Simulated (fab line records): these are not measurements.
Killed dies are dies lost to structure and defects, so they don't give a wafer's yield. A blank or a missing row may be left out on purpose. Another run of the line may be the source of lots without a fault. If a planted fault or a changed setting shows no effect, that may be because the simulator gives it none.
fab line records | flow nand-harc
record: lots: 6 wafers: 18 last-day: 33
route steps=1302 shown A_ONON_D1@428
lots that met no fault: taken from a fault-free run of the same line
start-h: the number of hours between the record's first day and the start of the first shown wafer of the lot | wait-h: how many hours have passed since the lot's step before this one | " same as the row above | L1.1+2: several wafers, shown together as one row | - no value, or no start was given | * or withheld: withheld | < > ~ a bound
route shown NAME@n: NAME is a module with steps in the file, n the number in the route of the first one | usual: the fault-free wafers' mean and standard deviation | same: alike in all rows | chamber/n: place in a boat | sites: the reading at each site | _std_site: standard deviation of those values | _edge_site: mean of outer sites minus mean of inner sites | radius-mm: how far each site lies from the wafer's centre | mask NAME#n: copy n | behind: the most recent tool/chamber to have shaped the wafer | hold: what put the lot on hold/how long, in hours/how the hold closed | device: whichever transistor did not switch (one of n, p or np) | end of line: tests of these same wafers at the route's end | for a step that has no rows: nothing shown but its recipe | killed: not the wafer's yield, but the dies lost to structure and defects at the first sort | map: shows each die of a wafer: x if killed, . if not, _ if none is there
set.NAME: the setting the step ran with; set.NAME@STEP: the setting that earlier step ran with | model.NAME: the simulator's own value behind a step, which no gauge read
a table for each step, a row for each wafer; lots at some steps of the route
services: when a tool's chamber went out of use (start-h, in hours from the record's first day, below 0 if earlier), for how many hours, and the reason
== steps ==
step: NHARC_A_ONON_D1_DEP_06
recipe: target-thk-a: 10000 n2-flow-sccm: 2750 n2o-flow-sccm: 2000 nh3-flow-sccm: 500 sih4-flow-sccm: 210 temp-c: 400
step: NHARC_A_ONON_D1_THK_MEAS_08
recipe: thk-meas-gauge: ellipsometry
usual: thk-nm: 1001/8.2
columns lot.wafer tool chamber start-h wait-h thk-nm
L641.1 film-metro-02 - 167.51 - 997
L641.2 " - " " 998
L641.5 " - " " 999
L647.2 film-metro-02 - 242.59 - 1012
L647.3 " - " " 1011
L647.5 " - " " 1011
L653.2 film-metro-02 - 286.90 - 1001
L653.3 " - " " 999
L653.4 " - " " 999
L654.2 film-metro-01 - 306.53 - 983
L654.3 " - " " 984
L654.5 " - " " 983
L662.2 film-metro-02 - 392.79 - 999
L662.4 " - " " 998
L662.5 " - " " 998
L663.4 film-metro-02 - 397.45 - 994
L663.5 " - " " 990
L663.6 " - " " 992
step: NHARC_A_ONON_D1_DEP_09
recipe: target-thk-a: 10000 n2-flow-sccm: 2750 n2o-flow-sccm: 2000 nh3-flow-sccm: 500 sih4-flow-sccm: 210 temp-c: 400
step: NHARC_A_ONON_D1_THK_MEAS_11
recipe: thk-meas-gauge: ellipsometry
usual: thk-nm: 996/9.7
columns lot.wafer tool chamber start-h wait-h thk-nm
L641.1 film-metro-01 - 168.08 - 986
L641.2 " - " " 986
L641.5 " - " " 987
L647.2 film-metro-02 - 243.16 - 998
L647.3 " - " " 998
L647.5 " - " " 998
L653.2 film-metro-02 - 287.46 - 1006
L653.3 " - " " 1005
L653.4 " - " " 1007
L654.2 film-metro-01 - 307.09 - 987
L654.3 " - " " 986
L654.5 " - " " 987
L662.2 film-metro-01 - 393.35 - 996
L662.4 " - " " 996
L662.5 " - " " 998
L663.4 film-metro-01 - 398.02 - 990
L663.5 " - " " 992
L663.6 " - " " 990
step: NHARC_A_ONON_D1_DEP_12
recipe: target-thk-a: 10000 n2-flow-sccm: 2750 n2o-flow-sccm: 2000 nh3-flow-sccm: 500 sih4-flow-sccm: 210 temp-c: 400
step: NHARC_A_ONON_D1_THK_MEAS_14
recipe: thk-meas-gauge: ellipsometry
usual: thk-nm: 995/8.4
columns lot.wafer tool chamber start-h wait-h thk-nm
L641.1 film-metro-01 - 168.65 - 984
L641.2 " - " " 983
L641.5 " - " " 983
L647.2 film-metro-02 - 243.72 - 1006
L647.3 " - " " 1007
L647.5 " - " " 1008
L653.2 film-metro-02 - 288.03 - 982
L653.3 " - " " 982
L653.4 " - " " 984
L654.2 film-metro-02 - 307.66 - 997
L654.3 " - " " 997
L654.5 " - " " 997
L662.2 film-metro-02 - 393.92 - 976
L662.4 " - " " 976
L662.5 " - " " 978
L663.4 film-metro-02 - 398.59 - 988
L663.5 " - " " 986
L663.6 " - " " 985
step: NHARC_A_ONON_D1_ANNEAL_15
recipe: temp-c: 750 time-s: 3600
step: NHARC_A_ONON_D1_DEP_16
recipe: target-thk-a: 10000 n2-flow-sccm: 2750 n2o-flow-sccm: 2000 nh3-flow-sccm: 500 sih4-flow-sccm: 210 temp-c: 400
step: NHARC_A_ONON_D1_THK_MEAS_18
recipe: thk-meas-gauge: ellipsometry
usual: thk-nm: 1000/9.4
columns lot.wafer tool chamber start-h wait-h thk-nm
L641.1 film-metro-02 - 176.48 - 993
L641.2 " - " " 993
L641.5 " - " " 990
L647.2 film-metro-01 - 254.16 - 999
L647.3 " - " " 999
L647.5 " - " " 1000
L653.2 film-metro-02 - 297.30 - 994
L653.3 " - " " 995
L653.4 " - " " 995
L654.2 film-metro-01 - 315.73 - 990
L654.3 " - " " 989
L654.5 " - " " 990
L662.2 film-metro-01 - 401.73 - 996
L662.4 " - " " 994
L662.5 " - " " 993
L663.4 film-metro-02 - 406.36 - 1012
L663.5 " - " " 1008
L663.6 " - " " 1012
step: NHARC_A_ONON_D1_DEP_19
recipe: target-thk-a: 10000 n2-flow-sccm: 2750 n2o-flow-sccm: 2000 nh3-flow-sccm: 500 sih4-flow-sccm: 210 temp-c: 400
step: NHARC_A_ONON_D1_THK_MEAS_21
recipe: thk-meas-gauge: ellipsometry
usual: thk-nm: 998/9.3
columns lot.wafer tool chamber start-h wait-h thk-nm
L641.1 film-metro-01 - 177.05 - 1000
L641.2 " - " " 999
L641.5 " - " " 999
L647.2 film-metro-01 - 254.73 - 998
L647.3 " - " " 997
L647.5 " - " " 998
L653.2 film-metro-01 - 297.85 - 995
L653.3 " - " " 994
L653.4 " - " " 996
L654.2 film-metro-01 - 316.29 - 1002
L654.3 " - " " 1002
L654.5 " - " " 1002
L662.2 film-metro-01 - 402.30 - 1017
L662.4 " - " " 1016
L662.5 " - " " 1016
L663.4 film-metro-01 - 406.92 - 1010
L663.5 " - " " 1009
L663.6 " - " " 1011
step: NHARC_A_ONON_D1_DEP_22
recipe: target-thk-a: 10000 n2-flow-sccm: 2750 n2o-flow-sccm: 2000 nh3-flow-sccm: 500 sih4-flow-sccm: 210 temp-c: 400
usual: nh3-flow-sccm: 499.9/1.4
columns lot.wafer tool chamber start-h wait-h nh3-flow-sccm
L641.1 pecvd-onon-02 0 177.10 0.1 499.0
L641.2 " 0 " " 499.1
L641.5 " 0 " " 497.3
L647.2 pecvd-onon-03 0 254.84 0.1 499.4
L647.3 " 0 " " 498.4
L647.5 " 0 " " 499.7
L653.2 pecvd-onon-02 0 297.97 0.1 499.3
L653.3 " 0 " " 500.3
L653.4 " 0 " " 499.7
L654.2 pecvd-onon-02 0 316.40 0.1 500.6
L654.3 " 0 " " 499.5
L654.5 " 0 " " 501.5
L662.2 pecvd-onon-02 0 402.41 0.1 501.0
L662.4 " 0 " " 497.9
L662.5 " 0 " " 499.2
L663.4 pecvd-onon-02 0 407.15 0.2 501.5
L663.5 " 0 " " 500.2
L663.6 " 0 " " 501.4
step: NHARC_A_ONON_D1_THK_MEAS_24
recipe: thk-meas-gauge: ellipsometry
usual: thk-nm: 1001/10
columns lot.wafer tool chamber start-h wait-h thk-nm
L641.1 film-metro-02 - 177.62 - 1002
L641.2 " - " " 1003
L641.5 " - " " 1004
L647.2 film-metro-02 - 255.30 - 984
L647.3 " - " " 986
L647.5 " - " " 985
L653.2 film-metro-02 - 298.44 - 997
L653.3 " - " " 916
L653.4 " - " " 996
L654.2 film-metro-02 - 316.85 - 999
L654.3 " - " " 918
L654.5 " - " " 919
L662.2 film-metro-01 - 402.86 - 1010
L662.4 " - " " 1010
L662.5 " - " " 1010
L663.4 film-metro-02 - 407.49 - 1007
L663.5 " - " " 1008
L663.6 " - " " 1009
step: NHARC_A_ONON_D1_DEP_25
recipe: target-thk-a: 10000 n2-flow-sccm: 2750 n2o-flow-sccm: 2000 nh3-flow-sccm: 500 sih4-flow-sccm: 210 temp-c: 400
== services ==
columns tool chamber start-h hours kind
pecvd-onon-02 - 185.00 13.0 pm
pecvd-onon-03 - 227.07 13.0 pm
pecvd-onon-02 - 366.00 13.0 pm
== key ==
first-sign: step: NHARC_A_ONON_D1_THK_MEAS_24 reading: thk-nm direction: down sigmas: 8 usual: 1001 struck: 918
effect none on later readings
met-at NHARC_A_ONON_D1_DEP_22
struck-wafers L653.3,L654.3,L654.5
sort-left-out L653.3,L654.3,L654.5
tester-left-out L653,L654
onset-between 177.10 297.97
fault: kind: process-parameter-drift tool: pecvd-onon-02 chamber: - onset-h: 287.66 steps: NHARC_A_ONON_D1_DEP_22 channel: target-thk-a offset: * shape: step end-h: 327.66 scope: struck-wafers-only acts-in: * stated: *
tester-left-out: of these lots the tester's yield and bins aren't shown, on N5 and GAA mostly nor the transistor test; their killed dies are dies lost to structure and defects alone, not to doping, threshold or leakage, so they don't give the yield
sort-left-out: the simulated sort isn't trusted on such a fault, so these wafers' sort isn't shown, and their yield isn't known
